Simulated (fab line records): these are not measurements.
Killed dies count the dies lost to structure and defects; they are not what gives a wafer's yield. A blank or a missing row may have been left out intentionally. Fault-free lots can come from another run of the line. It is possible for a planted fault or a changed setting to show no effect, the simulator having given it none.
Chamber matching ; flow n5_finfet ; N5_FIN_SAQP_MANDREL2_REMOVE_60 on rie_si-02: 4 sister chambers
The step chemistry HBr/Cl2/O2, target a-Si, stops on SiNx, bt time 10 s. 14 wafers are shown with their chamber, then 7 later ones without.

== WAFERS PAIRED WITH THEIR CHAMBERS ==
wafer;chamber;drypump_motor_current_A (A);oes_product_au (a.u.)
L075.2;3;5.5;0.976
L075.5;0;5.6;1.002
L075.6;3;5.5;0.977
L082.1;2;5.4;0.994
L082.4;3;5.4;0.972
L082.5;2;5.4;0.990
L083.1;2;5.4;0.973
L083.4;3;5.5;0.985
L083.5;1;5.5;1.022
L088.1;3;5.4;0.980
L088.2;1;5.5;1.031
L088.3;0;5.6;0.991
L088.4;2;5.3;0.993
L088.5;1;5.5;1.021

SIGNATURES (means of the wafers above)
reading;chamber 0;chamber 1;chamber 2;chamber 3;scatter within a chamber
drypump_motor_current_A;5.600;5.500;5.375;5.460;0.0442
oes_product_au;0.99650;1.02467;0.98750;0.97800;0.0071
Rule: a wafer lies at a distance from a chamber equal to the root of the sum of squares, over the readings, of (its reading less the chamber's mean, divided by the reading's scatter). If the next closest chamber is less than 2 further off than the closest, the wafer can't be placed; otherwise it belongs to the closest. How the scatter is found: for the shown wafers, subtract from each reading the mean of its chamber, square and add these, divide the total by (wafers less chambers), then take the root.

== WAFERS WITHOUT THEIR CHAMBER ==
wafer;drypump_motor_current_A (A);oes_product_au (a.u.)
L088.6;5.6;0.990
L093.2;5.4;0.975
L093.3;5.5;1.017
L093.5;5.5;1.010
L097.1;5.4;0.982
L097.2;5.6;0.993
L097.3;5.4;0.963

== WHICH CHAMBER EACH WENT THROUGH ==
wafer;from the rows above;in truth
L088.6;0;0
L093.2;can't be placed: 3 or 2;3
L093.3;1;1
L093.5;can't be placed: 1 or 0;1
L097.1;can't be placed: 2 or 3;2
L097.2;0;0
L097.3;can't be placed: 3 or 2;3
Placed correctly: 3 of 7. Cannot be placed on the basis of these rows: 4; the candidates contain the true chamber in 4. 0 placed wrongly.
